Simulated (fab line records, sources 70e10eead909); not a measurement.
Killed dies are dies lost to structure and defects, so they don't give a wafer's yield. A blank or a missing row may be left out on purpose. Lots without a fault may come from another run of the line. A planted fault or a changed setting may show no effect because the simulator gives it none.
Chamber matching | flow nand_harc | NHARC_A_STAIRCASE_DEP_417 on pecvd-01: 3 sister chambers
The step deposits Si3N4, target thk 60 nm. 3 wafers are shown with their chamber, then 10 later ones without.

WAFERS WITH THEIR CHAMBER
wafer  | chamber | showerhead_vpp_V (V)
L087.6 | 0       | 1229
L088.4 | 1       | 1354
L091.4 | 2       | 1333

WAFERS WITHOUT THEIR CHAMBER
wafer  | showerhead_vpp_V (V)
L091.5 | 1365
L094.2 | 1345
L094.3 | 1372
L094.5 | 1192
L095.3 | 1329
L095.4 | 1356
L095.5 | 1337
L097.2 | 1219
L097.3 | 1353
L097.5 | 1221

WHICH CHAMBER EACH WENT THROUGH
wafer  | from the rows above     | in truth
L091.5 | can't be placed: 1 or 2 | 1
L094.2 | can't be placed: 1 or 2 | 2
L094.3 | can't be placed: 1 or 2 | 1
L094.5 | 0                       | 0
L095.3 | can't be placed: 2 or 1 | 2
L095.4 | can't be placed: 1 or 2 | 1
L095.5 | can't be placed: 2 or 1 | 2
L097.2 | 0                       | 0
L097.3 | can't be placed: 1 or 2 | 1
L097.5 | 0                       | 0
Placed correctly: 3 of 10. Can't be placed from these rows: 7 (the true chamber is among the candidates in 7). Placed wrongly: 0.
How it was worked out, from the rows above alone: a wafer's distance from a chamber is the root of the sum, over the readings, of the square of ((its reading less the chamber's mean) divided by the reading's scatter). The wafer belongs to the nearest chamber; if the next one is less than 2 further off, it can't be placed. A chamber's mean is the mean of its shown wafers. The scatter: with one shown wafer a chamber, the root of the mean of the squares of how far each hidden wafer lies from its nearest shown one.
